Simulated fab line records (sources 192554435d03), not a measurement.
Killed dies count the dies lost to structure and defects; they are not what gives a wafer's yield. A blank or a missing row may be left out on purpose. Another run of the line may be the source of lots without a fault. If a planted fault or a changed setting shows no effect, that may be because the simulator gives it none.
Which tool was responsible? + flow n5Finfet + 12 lots with 34 wafers sampled at 2 steps, on a route of 1938 steps

== WHAT THE GAUGES SHOWED, per wafer ==
N5_PASSIVATION_INSPECT_61: inspects for defects (macro). Usual: rawDefectCount 1.9, standard deviation 1.4.
| lot  | measured     | on               | rawDefectCount | flag |
|------|--------------|------------------|----------------|------|
| L209 | day 12 17:06 | defectInspect-02 | 3 0 2          |      |
| L211 | day 13 06:50 | defectInspect-01 | 2 2 4          |      |
| L213 | day 14 13:44 | defectInspect-01 | 0 3 2          |      |
| L217 | day 14 21:58 | defectInspect-02 | 0 0 1          |      |
| L219 | day 15 02:07 | defectInspect-02 | 3 1 4          |      |
| L218 | day 14 21:49 | defectInspect-02 | 1 2 1          |      |
| L220 | day 15 08:49 | defectInspect-01 | 1 4 4          |      |
| L221 | day 15 17:38 | defectInspect-01 | 0 6 1          |      |
| L227 | day 17 01:27 | defectInspect-02 | 2 1            |      |
| L229 | day 17 17:13 | defectInspect-01 | 1 4            |      |
| L230 | day 17 17:27 | defectInspect-01 | 3 3 1          |      |
| L231 | day 18 15:14 | defectInspect-01 | 3 2 3          |      |

== WHAT TOOL EACH LOT RAN ON (gives the tool, then ch and the chambers of the sampled wafers, and finally the start) ==
| lot  | N5_BEOL_M3_EXPOSE_08             |
|------|----------------------------------|
| L209 | euvScanner-02 ch 0, day 7 11:22  |
| L211 | euvScanner-02 ch 0, day 7 20:21  |
| L213 | euvScanner-01 ch 0, day 8 00:41  |
| L217 | euvScanner-01 ch 0, day 9 09:30  |
| L219 | euvScanner-01 ch 0, day 9 13:07  |
| L218 | euvScanner-02 ch 0, day 9 15:16  |
| L220 | euvScanner-02 ch 0, day 9 16:44  |
| L221 | euvScanner-02 ch 0, day 10 16:49 |
| L227 | euvScanner-02 ch 0, day 11 21:17 |
| L229 | euvScanner-02 ch 0, day 12 03:35 |
| L230 | euvScanner-02 ch 0, day 12 13:19 |
| L231 | euvScanner-01 ch 0, day 13 03:53 |
- N5_BEOL_M3_EXPOSE_08: exposes mask M3.

== WHAT THE TOOLS THEMSELVES READ (means of the sampled wafers that have a number; where no wafer has one, the mark that the record gives instead) ==
The record holds no such reading with a usual standard deviation.

== THE ANSWER, worked out from the rows above alone ==
Rule: a lot counts as off when the mean over its wafers that have a number is more than 3 standard deviations away from the usual mean. Also off: a lot with no number at a reading for which 4 or more lots have one. Where the step has rows for the other lots, those lots are counted as sound. The gauges are gone through in route order, then the tools' own readings, and for those a lot's mean is taken as printed above. At the first step where some lot is off, the reading lying furthest off is the one used; lots without a number count as furthest.
Across all readings shown, no lot is off: no conclusion can be drawn from this.

== WHAT THE SIMULATOR HAD INSERTED ==
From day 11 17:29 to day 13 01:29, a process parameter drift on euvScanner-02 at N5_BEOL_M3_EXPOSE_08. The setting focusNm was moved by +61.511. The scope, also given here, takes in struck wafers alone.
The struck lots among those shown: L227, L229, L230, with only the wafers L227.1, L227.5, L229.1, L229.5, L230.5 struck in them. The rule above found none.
